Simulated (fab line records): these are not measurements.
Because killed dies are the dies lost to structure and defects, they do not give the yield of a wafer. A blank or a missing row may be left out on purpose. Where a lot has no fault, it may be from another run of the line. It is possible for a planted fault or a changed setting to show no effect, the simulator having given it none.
fab line records -- flow n5-finfet -- part 1 of 2: steps 1 to 20 of 25
record lots=5, wafers=15, last-day=16
route steps=1938 shown MOL_CONTACT_COAG@594
lots untouched by any fault: they come from a run of this same line in which no faults occurred
start-h: start of the lot's first displayed wafer, in hours after the record's first day -- wait-h: how many hours have passed since the lot's step before this one -- " as in the row above -- L1.1+2: a single row standing in for several wafers -- - no value present, or no start provided -- * or withheld: withheld -- < > ~ a bound
route shown NAME@n: NAME is a module with steps in the file, n the number in the route of the first one -- usual: mean/standard deviation taken from wafers without a fault -- same: alike in all rows -- chamber/n: place in a boat -- sites: the reading at each site -- _std_site: the values' standard deviation -- _edge_site: outer sites' mean less inner sites' -- radius-mm: how far each site lies from the wafer's centre -- mask NAME#n: copy n -- behind: the tool/chamber that last shaped the wafer -- hold: the reason the lot was held/the length of the hold in hours/how it ended -- device: which transistor (n, p or np) failed to switch -- end of line: the route-end tests of the same wafers -- a step without rows: its recipe alone -- killed: count of dies lost to structure and defects at first sort (not the wafer's yield) -- map: dies across one wafer; x = killed, . = not, _ = none there
set.NAME: setting as actually run; set.NAME@STEP: the setting as run at that earlier step -- model.NAME: the simulator's own value behind a step, which no gauge read
lots at selected steps of the route; one table per step, one row per wafer
services: a tool's chamber out of use, with start hour (start-h, from the record's first day; less than 0 if before it), hours out, and reason
## steps
# step N5_MOL_CONTACT_COAG_COAT_63
# recipe resist=SiARC, temp-c=220, time-s=60, spin-rpm=1500, resist-thk-nm=10
lot.wafer,tool,chamber,start-h,wait-h
L075.3+5+6,litho-track-03,0,-,-
L076.3+5+6,litho-track-03,0,-,-
L082.1+3+4,litho-track-03,0,-,-
L089.2+4+5,litho-track-04,0,-,-
L090.2+4+6,litho-track-02,0,-,-
# step N5_MOL_CONTACT_COAG_COAT_64
# recipe resist=underlayer, temp-c=205, time-s=60, spin-rpm=1500, resist-thk-nm=10
lot.wafer,tool,chamber,start-h,wait-h
L075.3+5+6,litho-track-03,0,-,-
L076.3+5+6,litho-track-03,0,-,-
L082.1+3+4,litho-track-03,0,-,-
L089.2+4+5,litho-track-04,0,-,-
L090.2+4+6,litho-track-02,0,-,-
# step N5_MOL_CONTACT_COAG_COAT_34
# recipe resist=CAR-EUV, spin-rpm=1500, resist-thk-nm=40
lot.wafer,tool,chamber,start-h,wait-h
L075.3+5+6,litho-track-03,0,-,-
L076.3+5+6,litho-track-03,0,-,-
L082.1+3+4,litho-track-03,0,-,-
L089.2+4+5,litho-track-04,0,-,-
L090.2+4+6,litho-track-02,0,-,-
# step N5_MOL_CONTACT_COAG_EBR_36
# recipe solvent=PGMEA, ebr-width-mm=1.5
lot.wafer,tool,chamber,start-h,wait-h
L075.3+5+6,litho-track-03,0,-,-
L076.3+5+6,litho-track-03,0,-,-
L082.1+3+4,litho-track-03,0,-,-
L089.2+4+5,litho-track-04,0,-,-
L090.2+4+6,litho-track-02,0,-,-
# step N5_MOL_CONTACT_COAG_SOFTBAKE_35
# recipe temp-c=110, time-s=60, resist=CAR-EUV
lot.wafer,tool,chamber,start-h,wait-h
L075.3+5+6,litho-track-03,0,-,-
L076.3+5+6,litho-track-03,0,-,-
L082.1+3+4,litho-track-03,0,-,-
L089.2+4+5,litho-track-04,0,-,-
L090.2+4+6,litho-track-02,0,-,-
# step N5_MOL_CONTACT_COAG_EXPOSE_37
# recipe mask-id=VD, na=0.33, source-shape=annular, sigma-inner=0.3, sigma-outer=0.7, polarization=unpolarized, defocus-nm=0, dose-mj=62
# usual reticle-temp-C=23.01/0.1, stage-msd-nm=0.87/0.036
lot.wafer,tool,chamber,start-h,wait-h,mask,reticle-temp-C,stage-msd-nm
L075.3,euv-scanner-01,0,105.86,-,VD#0,22.91,0.91
L075.5,euv-scanner-01,0,105.86,-,VD#0,22.92,0.91
L075.6,euv-scanner-01,0,105.86,-,VD#0,22.88,0.91
L076.3,euv-scanner-02,0,115.37,-,VD#0,23.01,0.83
L076.5,euv-scanner-02,0,115.37,-,VD#0,22.96,0.83
L076.6,euv-scanner-02,0,115.37,-,VD#0,22.91,0.83
L082.1,euv-scanner-01,0,151.70,-,VD#0,23.12,0.92
L082.3,euv-scanner-01,0,151.70,-,VD#0,23.00,0.92
L082.4,euv-scanner-01,0,151.70,-,VD#0,23.09,0.93
L089.2,euv-scanner-02,0,192.93,-,VD#0,23.00,0.85
L089.4,euv-scanner-02,0,192.93,-,VD#0,22.99,0.86
L089.5,euv-scanner-02,0,192.93,-,VD#0,22.94,0.86
L090.2,euv-scanner-02,0,204.96,-,VD#0,22.99,0.86
L090.4,euv-scanner-02,0,204.96,-,VD#0,23.22,0.86
L090.6,euv-scanner-02,0,204.96,-,VD#0,23.07,0.86
# step N5_MOL_CONTACT_COAG_PEB_38
# recipe peb-temp-c=100, peb-time-s=60, resist=CAR-EUV
lot.wafer,tool,chamber,start-h,wait-h
L075.3+5+6,litho-track-02,0,105.92,0.1
L076.3+5+6,litho-track-03,0,115.44,0.1
L082.1+3+4,litho-track-02,0,151.78,0.1
L089.2+4+5,litho-track-04,0,193.00,0.1
L090.2+4+6,litho-track-03,0,205.03,0.1
# step N5_MOL_CONTACT_COAG_DEVELOP_39
# recipe develop-time-s=30, developer=TMAH, resist=CAR-EUV, rinse-liquid=surfactant-rinse, dry=air-spin, dev-temp-c=23
lot.wafer,tool,chamber,start-h,wait-h
L075.3+5+6,litho-track-02,0,-,-
L076.3+5+6,litho-track-03,0,-,-
L082.1+3+4,litho-track-02,0,-,-
L089.2+4+5,litho-track-04,0,-,-
L090.2+4+6,litho-track-03,0,-,-
# step N5_MOL_CONTACT_COAG_CD_MEAS_40
# recipe target-cd-nm=25.1, landing-energy-ev=500, detector=se-inlens, polarity=opening
# usual cd-nm=25.11/0.23
lot.wafer,tool,chamber,start-h,wait-h,cd-nm
L075.3,cd-sem-02,0,105.99,-,25.15
L075.5,cd-sem-02,0,105.99,-,25.28
L075.6,cd-sem-02,0,105.99,-,25.09
L076.3,cd-sem-03,0,115.50,-,25.06
L076.5,cd-sem-03,0,115.50,-,24.59
L076.6,cd-sem-03,0,115.50,-,25.10
L082.1,cd-sem-03,0,151.84,-,24.96
L082.3,cd-sem-03,0,151.84,-,25.27
L082.4,cd-sem-03,0,151.84,-,25.11
L089.2,cd-sem-03,0,193.07,-,24.59
L089.4,cd-sem-03,0,193.07,-,25.05
L089.5,cd-sem-03,0,193.07,-,25.34
L090.2,cd-sem-02,0,205.10,-,24.71
L090.4,cd-sem-02,0,205.10,-,25.64
L090.6,cd-sem-02,0,205.10,-,25.26
# step N5_MOL_CONTACT_COAG_OVL_MEAS_41
# recipe points-per-wafer=522
# usual VD_OVL=-0.2/0.54
# same points-per-wafer=522
lot.wafer,tool,chamber,start-h,wait-h,VD_OVL[nm]
L075.3,overlay-01,0,106.03,0.0,-0.7
L075.5,overlay-01,0,106.03,0.0,-0.8
L075.6,overlay-01,0,106.03,0.0,0.5
L076.3,overlay-01,0,115.54,0.0,1.1
L076.5,overlay-01,0,115.54,0.0,0.3
L076.6,overlay-01,0,115.54,0.0,0.2
L082.1,overlay-02,0,151.87,0.0,-1.1
L082.3,overlay-02,0,151.87,0.0,-1.1
L082.4,overlay-02,0,151.87,0.0,-0.7
L089.2,overlay-02,0,193.10,0.0,1.3
L089.4,overlay-02,0,193.10,0.0,-0.1
L089.5,overlay-02,0,193.10,0.0,-0.9
L090.2,overlay-01,0,205.13,0.0,-0.7
L090.4,overlay-01,0,205.13,0.0,-0.9
L090.6,overlay-01,0,205.13,0.0,-0.9
# step N5_MOL_CONTACT_COAG_INSPECT_42
# recipe mode=adi, inspect-instrument=brightfield
# usual raw-defect-count=195/52
lot.wafer,tool,chamber,start-h,wait-h,raw-defect-count
L075.3,defect-inspect-02,-,106.08,0.0,136
L075.5,defect-inspect-02,-,106.08,0.0,247
L075.6,defect-inspect-02,-,106.08,0.0,198
L076.3,defect-inspect-02,-,115.59,0.0,134
L076.5,defect-inspect-02,-,115.59,0.0,219
L076.6,defect-inspect-02,-,115.59,0.0,131
L082.1,defect-inspect-01,-,151.93,0.1,159
L082.3,defect-inspect-01,-,151.93,0.1,185
L082.4,defect-inspect-01,-,151.93,0.1,150
L089.2,defect-inspect-01,-,193.15,0.0,286
L089.4,defect-inspect-01,-,193.15,0.0,238
L089.5,defect-inspect-01,-,193.15,0.0,187
L090.2,defect-inspect-02,-,205.19,0.0,214
L090.4,defect-inspect-02,-,205.19,0.0,284
L090.6,defect-inspect-02,-,205.19,0.0,215
# step N5_MOL_CONTACT_COAG_DESCUM_45
# recipe chemistry=O2, time-s=7, source-power-w=50, bias-power-w=20, pressure-mtorr=20, rf-frequency-hz=2.712e+07, temp-c=40, resist=CAR-EUV, o2-flow-sccm=225
# usual bias-power-w=20.00/0.06, drypump-motor-current-A=5.6/0.52, oes-product-au=0.80/0.1, rf-vpp-V=243.5/1.3, showerhead-plenum-p-Torr=2.11/0.061, temp-c=40.00/0.11, throttle-valve-pct=20.43/0.23
lot.wafer,tool,chamber,start-h,wait-h,bias-power-w,drypump-motor-current-A,oes-product-au,rf-hours-counter-h,rf-vpp-V,showerhead-plenum-p-Torr,temp-c,throttle-valve-pct
L075.3,rie-diel-06,2,106.11,0.0,19.96,5.4,0.70,235,244.5,2.06,39.99,20.62
L075.5,rie-diel-06,0,106.11,0.0,19.93,5.5,0.78,-,245.1,2.19,39.91,20.52
L075.6,rie-diel-06,1,106.11,0.0,19.91,5.3,0.71,-,241.8,2.06,40.04,20.38
L076.3,rie-diel-01,2,115.66,0.1,20.10,5.5,0.75,150,243.2,2.09,40.14,20.22
L076.5,rie-diel-01,2,115.66,0.1,20.00,5.5,0.74,-,243.1,2.09,40.15,20.22
L076.6,rie-diel-01,3,115.66,0.1,20.10,5.8,0.96,-,244.5,2.15,40.16,20.31
L082.1,rie-diel-04,0,152.11,0.2,19.96,5.6,0.69,231,241.8,2.07,40.05,20.87
L082.3,rie-diel-04,3,152.11,0.2,19.99,5.6,0.74,178,241.5,1.99,39.96,20.15
L082.4,rie-diel-04,3,152.11,0.2,19.98,5.6,0.74,-,241.8,1.99,40.00,20.15
L089.2,rie-diel-04,2,193.38,0.2,20.01,6.5,0.93,15,245.3,2.23,39.80,20.30
L089.4,rie-diel-04,0,193.38,0.2,19.88,5.6,0.69,246,243.1,2.07,40.02,20.89
L089.5,rie-diel-04,3,193.38,0.2,20.04,5.6,0.74,-,239.5,1.99,39.85,20.19
L090.2,rie-diel-06,2,205.22,0.0,19.96,5.4,0.92,15,242.5,2.05,39.88,20.25
L090.4,rie-diel-06,3,205.22,0.0,20.05,6.8,0.73,180,246.1,2.18,39.97,20.61
L090.6,rie-diel-06,3,205.22,0.0,20.02,6.8,0.73,-,243.6,2.18,40.11,20.61
# step N5_MOL_CONTACT_COAG_ETCH_65
# recipe chemistry=N2/H2, target=underlayer, target-depth-a=130, mask-material=CAR-EUV, time-s=10.4, ion-energy-ev=200, pressure-mtorr=30, source-w=840, bias-w=150, n2-flow-sccm=200, h2-flow-sccm=200, ends=cleared
# usual bias-w=150.0/0.48, drypump-motor-current-A=5.6/0.52, etch-rf-on-time-s=10.38/0.13, oes-product-au=0.68/0.086, rf-vpp-V=524.6/2.1, showerhead-plenum-p-Torr=2.57/0.071, throttle-valve-pct=17.86/0.21
lot.wafer,tool,chamber,start-h,wait-h,bias-w,drypump-motor-current-A,etch-rf-on-time-s,oes-product-au,rf-hours-counter-h,rf-vpp-V,showerhead-plenum-p-Torr,throttle-valve-pct
L075.3,rie-diel-06,2,106.15,0.0,150.0,5.4,10.35,0.60,235,523.3,2.51,18.04
L075.5,rie-diel-06,0,106.15,0.0,150.1,5.5,10.43,0.66,-,526.7,2.66,17.95
L075.6,rie-diel-06,1,106.15,0.0,150.1,5.3,10.37,0.60,-,523.2,2.52,17.90
L076.3,rie-diel-01,2,115.70,0.0,149.9,5.5,10.38,0.64,150,522.4,2.54,17.68
L076.5,rie-diel-01,2,115.70,0.0,150.2,5.5,10.39,0.65,-,523.7,2.54,17.71
L076.6,rie-diel-01,3,115.70,0.0,150.1,5.8,10.41,0.83,-,526.4,2.61,17.66
L082.1,rie-diel-04,0,152.14,0.0,149.4,5.6,10.60,0.60,231,523.6,2.51,18.28
L082.3,rie-diel-04,3,152.14,0.0,149.6,5.6,10.25,0.65,178,520.4,2.42,17.66
L082.4,rie-diel-04,3,152.14,0.0,149.9,5.6,10.24,0.64,-,521.4,2.42,17.65
L089.2,rie-diel-04,2,193.42,0.0,149.3,6.5,10.23,0.82,15,529.4,2.72,17.85
L089.4,rie-diel-04,0,193.42,0.0,149.4,5.6,10.38,0.59,246,522.7,2.51,18.32
L089.5,rie-diel-04,3,193.42,0.0,150.1,5.6,10.22,0.64,-,521.0,2.42,17.68
L090.2,rie-diel-06,2,205.25,0.0,150.1,5.4,10.61,0.79,15,522.6,2.50,17.62
L090.4,rie-diel-06,3,205.25,0.0,149.3,6.8,10.55,0.62,180,526.2,2.64,17.86
L090.6,rie-diel-06,3,205.25,0.0,150.2,6.8,10.60,0.63,-,525.9,2.64,17.87
# step N5_MOL_CONTACT_COAG_ETCH_66
# recipe chemistry=CF4, target=SiARC, target-depth-a=130, mask-material=CAR-EUV, time-s=21.7, ion-energy-ev=80, pressure-mtorr=40, source-w=545, bias-w=36, Ar_flow_sccm=100, cf4-flow-sccm=100, ends=cleared
# usual bias-w=36.00/0.11, drypump-motor-current-A=5.6/0.52, etch-rf-on-time-s=21.65/0.29, oes-product-au=0.68/0.087, rf-vpp-V=184.2/1, showerhead-plenum-p-Torr=2.16/0.053, throttle-valve-pct=15.62/0.22
lot.wafer,tool,chamber,start-h,wait-h,bias-w,drypump-motor-current-A,etch-rf-on-time-s,oes-product-au,rf-hours-counter-h,rf-vpp-V,showerhead-plenum-p-Torr,throttle-valve-pct
L075.3,rie-diel-06,2,106.16,0.0,36.01,5.4,21.82,0.60,235,182.9,2.11,15.84
L075.5,rie-diel-06,0,106.16,0.0,36.01,5.5,21.98,0.66,-,186.1,2.24,15.70
L075.6,rie-diel-06,1,106.16,0.0,36.08,5.4,21.53,0.61,-,184.5,2.12,15.65
L076.3,rie-diel-01,2,115.72,0.0,36.08,5.5,22.06,0.63,150,184.8,2.14,15.48
L076.5,rie-diel-01,2,115.72,0.0,36.08,5.5,21.74,0.64,-,183.4,2.14,15.47
L076.6,rie-diel-01,3,115.72,0.0,35.94,5.7,21.79,0.82,-,185.0,2.18,15.39
L082.1,rie-diel-04,0,152.16,0.0,35.87,5.6,21.47,0.60,231,183.1,2.12,16.02
L082.3,rie-diel-04,3,152.16,0.0,35.99,5.6,21.06,0.65,178,183.2,2.05,15.45
L082.4,rie-diel-04,3,152.16,0.0,36.09,5.6,21.11,0.65,-,183.8,2.05,15.42
L089.2,rie-diel-04,2,193.44,0.0,36.08,6.5,21.20,0.81,15,186.8,2.27,15.48
L089.4,rie-diel-04,0,193.44,0.0,36.18,5.6,21.45,0.59,246,182.7,2.11,16.06
L089.5,rie-diel-04,3,193.44,0.0,35.85,5.6,21.16,0.64,-,183.6,2.04,15.45
L090.2,rie-diel-06,2,205.27,0.0,36.20,5.4,21.44,0.79,15,183.4,2.10,15.41
L090.4,rie-diel-06,3,205.27,0.0,36.06,6.8,21.75,0.63,180,185.5,2.21,15.69
L090.6,rie-diel-06,3,205.27,0.0,35.78,6.8,21.82,0.62,-,185.2,2.21,15.71
# step N5_MOL_CONTACT_COAG_ALD_133
# recipe material=SiO2, target-thk-a=50, temp-c=100, ald-precursor-family=BDEAS, ald-co-reactant=O2-plasma, pulse-time-s=1, co-reactant-pulse-time-s=1, purge-time-s=2, co-reactant-purge-time-s=2, ald-cycles=35, pressure-torr=2
# usual heater-power-w=79/7.6, precursor-pulse-height-rel=1.002/0.021
# same ald-cycles=35, purge-time-s=2
lot.wafer,tool,chamber,start-h,wait-h,heater-power-w,precursor-pulse-height-rel
L075.3,ald-sin-01,0,106.24,0.1,93,1.014
L075.5,ald-sin-01,2,106.24,0.1,74,1.013
L075.6,ald-sin-01,1,106.24,0.1,81,1.011
L076.3,ald-sin-02,2,116.09,0.3,76,0.982
L076.5,ald-sin-02,0,116.09,0.3,90,1.028
L076.6,ald-sin-02,1,116.09,0.3,73,0.998
L082.1,ald-sin-02,0,152.51,0.3,91,1.013
L082.3,ald-sin-02,1,152.51,0.3,73,0.987
L082.4,ald-sin-02,2,152.51,0.3,72,1.020
L089.2,ald-sin-03,0,193.57,0.1,64,1.025
L089.4,ald-sin-03,2,193.57,0.1,74,0.997
L089.5,ald-sin-03,2,193.57,0.1,74,1.018
L090.2,ald-sin-01,1,205.35,0.1,81,0.984
L090.4,ald-sin-01,3,205.35,0.1,71,0.982
L090.6,ald-sin-01,2,205.35,0.1,77,0.987
# step N5_MOL_CONTACT_COAG_ETCHBACK_134
# recipe chemistry=CHF3, target=SiO2, target-depth-a=100, time-s=6.7, ion-energy-ev=200, pressure-mtorr=30, source-w=610, bias-w=170, Ar_flow_sccm=200, CHF3_flow_sccm=50
# usual CHF3_flow_sccm=50.03/0.15, bias-w=170.0/0.52, drypump-motor-current-A=5.7/0.51, oes-product-au=0.79/0.099, rf-vpp-V=520/3.5, showerhead-plenum-p-Torr=2.39/0.068, throttle-valve-pct=18.72/0.19
lot.wafer,tool,chamber,start-h,wait-h,CHF3_flow_sccm,bias-w,drypump-motor-current-A,oes-product-au,rf-hours-counter-h,rf-vpp-V,showerhead-plenum-p-Torr,throttle-valve-pct
L075.3,rie-diel-06,0,106.42,0.1,49.84,170.3,5.5,0.77,116,524,2.48,18.79
L075.5,rie-diel-06,2,106.42,0.1,50.13,170.4,5.4,0.70,-,517,2.35,18.95
L075.6,rie-diel-06,1,106.42,0.1,50.08,169.7,5.3,0.71,-,515,2.36,18.78
L076.3,rie-diel-01,0,116.27,0.1,50.06,170.4,5.3,0.68,245,523,2.44,19.24
L076.5,rie-diel-01,3,116.27,0.1,49.93,169.8,5.8,0.96,-,518,2.43,18.51
L076.6,rie-diel-01,0,116.27,0.1,50.09,170.1,5.3,0.68,-,522,2.44,19.23
L082.1,rie-diel-01,1,152.69,0.1,50.08,170.0,4.9,0.94,13,515,2.34,18.39
L082.3,rie-diel-01,3,152.69,0.1,50.25,171.2,5.8,0.92,24,517,2.42,18.57
L082.4,rie-diel-01,2,152.69,0.1,50.35,169.1,5.5,0.73,166,524,2.38,18.60
L089.2,rie-diel-06,2,193.75,0.1,50.08,169.5,5.4,0.92,11,517,2.34,18.59
L089.4,rie-diel-06,0,193.75,0.1,50.21,170.0,5.5,0.75,146,524,2.47,18.83
L089.5,rie-diel-06,1,193.75,0.1,49.91,170.9,5.4,0.68,-,513,2.35,18.80
L090.2,rie-diel-01,0,205.53,0.1,49.89,169.9,5.3,0.92,19,522,2.43,18.85
L090.4,rie-diel-01,3,205.53,0.1,50.06,170.1,5.7,0.88,41,517,2.42,18.59
L090.6,rie-diel-01,0,205.53,0.1,49.96,169.9,5.3,0.94,-,522,2.43,18.88
# step N5_MOL_CONTACT_COAG_ETCH_67
# recipe chemistry=N2/H2, target=SOC, target-depth-a=600, overetch-a=210, mask-material=SiARC, temp-c=40, time-s=101.2, ion-energy-ev=200, pressure-mtorr=30, source-w=840, bias-w=150, n2-flow-sccm=200, h2-flow-sccm=200
# usual bias-w=150.0/0.39, drypump-motor-current-A=5.7/0.51, oes-product-au=0.66/0.08, rf-vpp-V=524.3/2.2, showerhead-plenum-p-Torr=2.56/0.08, temp-c=39.99/0.11, throttle-valve-pct=17.83/0.19
lot.wafer,tool,chamber,start-h,wait-h,bias-w,drypump-motor-current-A,oes-product-au,rf-hours-counter-h,rf-vpp-V,showerhead-plenum-p-Torr,temp-c,throttle-valve-pct
L075.3,rie-diel-06,0,106.46,0.0,149.9,5.5,0.65,116,527.4,2.66,40.07,17.90
L075.5,rie-diel-06,2,106.46,0.0,150.0,5.4,0.59,-,523.2,2.51,40.07,18.01
L075.6,rie-diel-06,1,106.46,0.0,151.0,5.3,0.60,-,522.5,2.52,39.91,17.87
L076.3,rie-diel-01,0,116.31,0.0,149.7,5.4,0.58,245,524.4,2.62,39.80,18.39
L076.5,rie-diel-01,3,116.31,0.0,150.2,5.8,0.80,-,524.7,2.61,40.09,17.63
L076.6,rie-diel-01,0,116.31,0.0,150.3,5.4,0.58,-,524.9,2.62,39.99,18.39
L082.1,rie-diel-01,1,152.73,0.0,149.1,4.9,0.77,13,521.4,2.49,40.07,17.49
L082.3,rie-diel-01,3,152.73,0.0,149.8,5.8,0.77,24,524.7,2.60,39.89,17.67
L082.4,rie-diel-01,2,152.73,0.0,150.4,5.5,0.61,166,524.1,2.54,40.08,17.69
L089.2,rie-diel-06,2,193.78,0.0,149.8,5.4,0.78,11,522.3,2.50,39.92,17.59
L089.4,rie-diel-06,0,193.78,0.0,150.6,5.5,0.63,146,528.6,2.65,39.96,17.95
L089.5,rie-diel-06,1,193.78,0.0,149.5,5.3,0.57,-,524.3,2.51,40.18,17.92
L090.2,rie-diel-01,0,205.57,0.0,150.3,5.4,0.77,19,526.3,2.61,39.98,18.02
L090.4,rie-diel-01,3,205.57,0.0,149.3,5.8,0.74,41,523.6,2.60,39.98,17.68
L090.6,rie-diel-01,0,205.57,0.0,149.7,5.4,0.76,-,524.6,2.61,40.31,18.01
# step N5_MOL_CONTACT_COAG_STRIP_68
# recipe chemistry=N2/H2, temp-c=40, n2-flow-sccm=200, h2-flow-sccm=200, rf-frequency-hz=6e+07
lot.wafer,tool,chamber,start-h,wait-h
L075.3+5+6,rie-diel-06,"0,2,1",106.53,0.0
L076.3+5+6,rie-diel-01,"0,3,0",116.38,0.0
L082.1+3+4,rie-diel-01,"1,3,2",152.80,0.0
L089.2+4+5,rie-diel-06,"2,0,1",193.86,0.0
L090.2+4+6,rie-diel-01,"0,3,0",205.64,0.0
# step N5_MOL_CONTACT_COAG_STRIP_69
# recipe chemistry=N2/H2, temp-c=40, n2-flow-sccm=200, h2-flow-sccm=200, rf-frequency-hz=6e+07
lot.wafer,tool,chamber,start-h,wait-h
L075.3+5+6,rie-diel-06,"0,2,1",106.54,0.0
L076.3+5+6,rie-diel-01,"0,3,0",116.39,0.0
L082.1+3+4,rie-diel-01,"1,3,2",152.81,0.0
L089.2+4+5,rie-diel-06,"2,0,1",193.87,0.0
L090.2+4+6,rie-diel-01,"0,3,0",205.65,0.0
# step N5_MOL_CONTACT_COAG_ETCHBACK_136
# recipe chemistry=CHF3, target=SiO2, target-depth-a=250, time-s=16.7, ion-energy-ev=200, pressure-mtorr=30, source-w=610, bias-w=170, Ar_flow_sccm=200, CHF3_flow_sccm=50
# usual CHF3_flow_sccm=50.01/0.14, bias-w=170.0/0.47, drypump-motor-current-A=5.7/0.5, oes-product-au=0.79/0.1, rf-vpp-V=520/3.7, showerhead-plenum-p-Torr=2.39/0.069, throttle-valve-pct=18.73/0.2
lot.wafer,tool,chamber,start-h,wait-h,CHF3_flow_sccm,bias-w,drypump-motor-current-A,oes-product-au,rf-hours-counter-h,rf-vpp-V,showerhead-plenum-p-Torr,throttle-valve-pct
L075.3,rie-diel-06,0,106.55,0.0,50.06,169.5,5.5,0.78,116,527,2.48,18.78
L075.5,rie-diel-06,2,106.55,0.0,50.17,170.9,5.4,0.71,-,516,2.35,18.96
L075.6,rie-diel-06,1,106.55,0.0,49.89,170.1,5.4,0.70,-,514,2.36,18.76
L076.3,rie-diel-01,0,116.40,0.0,50.01,169.1,5.3,0.68,245,521,2.44,19.23
L076.5,rie-diel-01,3,116.40,0.0,50.14,169.6,5.8,0.97,-,517,2.43,18.52
L076.6,rie-diel-01,0,116.40,0.0,49.99,169.2,5.4,0.68,-,523,2.44,19.24
L082.1,rie-diel-01,1,152.82,0.0,50.30,170.4,4.9,0.94,13,515,2.34,18.39
L082.3,rie-diel-01,3,152.82,0.0,49.85,170.0,5.8,0.92,24,518,2.42,18.56
L082.4,rie-diel-01,2,152.82,0.0,49.85,169.9,5.5,0.72,166,525,2.38,18.63
L089.2,rie-diel-06,2,193.88,0.0,50.18,169.9,5.4,0.92,11,517,2.34,18.60
L089.4,rie-diel-06,0,193.88,0.0,50.00,170.4,5.5,0.74,146,525,2.47,18.82
L089.5,rie-diel-06,1,193.88,0.0,50.07,169.6,5.3,0.68,-,514,2.35,18.80
L090.2,rie-diel-01,0,205.66,0.0,50.09,170.1,5.4,0.92,19,522,2.43,18.88
L090.4,rie-diel-01,3,205.66,0.0,49.93,170.1,5.8,0.88,41,518,2.42,18.57
L090.6,rie-diel-01,0,205.66,0.0,49.89,170.0,5.4,0.92,-,521,2.43,18.86
